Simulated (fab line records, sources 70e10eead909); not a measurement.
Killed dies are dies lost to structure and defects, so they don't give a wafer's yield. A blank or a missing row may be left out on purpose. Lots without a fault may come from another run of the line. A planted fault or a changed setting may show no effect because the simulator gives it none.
Chamber matching | flow nand_harc | NHARC_A_M0_DEP_32 on pecvd-03: 3 sister chambers
The step deposits SiCN, target thk 30 nm. 6 wafers are shown with their chamber, then 7 later ones without.

WAFERS WITH THEIR CHAMBER
wafer  | chamber | heater_power_w (W)
L085.1 | 0       | 485
L084.2 | 2       | 457
L088.2 | 2       | 491
L088.6 | 1       | 507
L090.1 | 0       | 524
L090.3 | 1       | 427

WAFERS WITHOUT THEIR CHAMBER
wafer  | heater_power_w (W)
L090.5 | 417
L094.1 | 499
L094.4 | 509
L094.6 | 508
L097.1 | 508
L097.4 | 523
L097.5 | 512

WHICH CHAMBER EACH WENT THROUGH
wafer  | from the rows above          | in truth
L090.5 | can't be placed: 1 or 2 or 0 | 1
L094.1 | can't be placed: 0 or 2 or 1 | 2
L094.4 | can't be placed: 0 or 2 or 1 | 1
L094.6 | can't be placed: 0 or 2 or 1 | 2
L097.1 | can't be placed: 0 or 2 or 1 | 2
L097.4 | can't be placed: 0 or 2 or 1 | 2
L097.5 | can't be placed: 0 or 2 or 1 | 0
Placed correctly: 0 of 7. Can't be placed from these rows: 7 (the true chamber is among the candidates in 7). Placed wrongly: 0.
How it was worked out, from the rows above alone: a wafer's distance from a chamber is the root of the sum, over the readings, of the square of ((its reading less the chamber's mean) divided by the reading's scatter). The wafer belongs to the nearest chamber; if the next one is less than 2 further off, it can't be placed. A chamber's mean is the mean of its shown wafers. The scatter: the root of (the sum of the squares of (reading less its chamber's mean) over the shown wafers, divided by (wafers less chambers)).
